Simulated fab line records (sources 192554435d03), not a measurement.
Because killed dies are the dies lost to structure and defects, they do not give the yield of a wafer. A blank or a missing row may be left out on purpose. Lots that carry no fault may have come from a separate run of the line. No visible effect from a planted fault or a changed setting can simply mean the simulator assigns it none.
8D (eight disciplines) problem report, filled in by code	flow n5_finfet	the parts of the form that need people (team, actions taken, sign-off) are left out

== 1. WHAT WENT WRONG ==
barrier_field_endpoint_s at N5_BEOL_M1_CMP_52 reads a mean of 12.0 s on 2 wafers of 2 lots; wafers without a fault read 24.4 s with a standard deviation of 0.6. Relative to the usual mean, that is a shift of -21 standard deviations.
The step: polishes, stops on SiOC, t overpolish 6.8 s, target thk 40 nm.
The first sign was on wafer L856.2 at day 11 06:44, on cmp-02. Wafers with a number at this step in the record: 27, from 9 lots. Rule for "out" (also "out of limits"): further than 4 standard deviations from the usual mean. The rest of the wafers with a number are treated as sound.

== 2. WHAT IT IS, WHAT IT ISN'T ==
question	is	is not
which readings at this step	barrier_field_endpoint_s	clearing_platen_down_force_psi, motor_current_A, platen_rpm, slurry_filter_dp_kPa
which lots	L856, L858	L841, L846, L849, L850, L852, L859, L860
which wafers of those lots	L856.2, L858.1	L856.3, L856.6, L858.3, L858.6
read on which tools	cmp-01, cmp-02	cmp-04
when	from day 11 06:44	up to then (17 sound wafers); but 8 sound wafers of L858, L859, L860 came after

== 3. THE SUSPECTS, EACH WITH WHAT RULES IT OUT ==
Counting: any tool at a process step up to the reading remains a suspect provided it ran every lot that is out. Sound lots after the first of them don't rule it out here, since some wafers of a struck lot are sound.
- pecvd-02 at N5_BEOL_M1_PECVD_72 (deposits SiO2 from TEOS/O2, target thk 16 nm, time 18 s): kept. Every lot that is out went through it, the first being L856 (day 10 09:32); the last sound lot it ran before that was L850 (day 9 02:11).
- pvd_sputter-01 at N5_BEOL_M1_SPUTTER_88 (material Cu, target thk 4.5 nm, time 8.29 s): kept. It ran every lot that is out, first L856 (day 11 04:57).
- pvd_sputter-01 at N5_BEOL_M1_ANNEAL_95 (time 240 s): kept. It ran every lot that is out, first L856 (day 11 05:41).
After the count, these remain: pecvd-02 at N5_BEOL_M1_PECVD_72, pvd_sputter-01 at N5_BEOL_M1_SPUTTER_88 and pvd_sputter-01 at N5_BEOL_M1_ANNEAL_95.

== 4. THE CAUSE (what the simulator had put in) ==
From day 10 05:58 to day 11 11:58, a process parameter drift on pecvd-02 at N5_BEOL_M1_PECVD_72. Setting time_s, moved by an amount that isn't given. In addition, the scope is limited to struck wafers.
This tool is one of the 3 suspects left after counting.

== 5. THE CHAIN OF EFFECTS, in route order ==
Rows list readings where the struck wafers' mean (over those with a number) sits beyond 3 standard deviations from the usual. Scope: only readings with a usual standard deviation given in the record; hours: median across lots of the time from each lot's start at the first step in this table that gives one to its start at this step; sigmas: change in usual standard deviations.
hours	step	reading	usual	on struck wafers	change	sigmas
0	N5_BEOL_M1_CMP_52	barrier_field_endpoint_s	24.4 s	12.0	-12.4	-21
Here are the process steps it includes:
- N5_BEOL_M1_CMP_52: polishes, stops on SiOC, t overpolish 6.8 s, target thk 40 nm.
Later measuring or inspecting steps at which every struck wafer that the step has a row for has a number for every such reading, and none has moved that far: N5_BEOL_M1_THK_MEAS_53, N5_BEOL_M4_RC_MEAS_101.

== 6. HOW IT WOULD HAVE BEEN CAUGHT EARLIER ==
The fault began at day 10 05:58; the first out-of-limits reading in this record came at day 11 06:44, 25 hours later.
An alarm limit of 4 standard deviations would not have fired on the tool readings at N5_BEOL_M1_PECVD_72 for which the record gives a usual standard deviation, since none of them was out on any struck wafer.
Lots out: 2; all had begun N5_BEOL_M1_PECVD_72 on pecvd-02 by day 11 06:44. Tool hold at that time: it would have spared none of them.
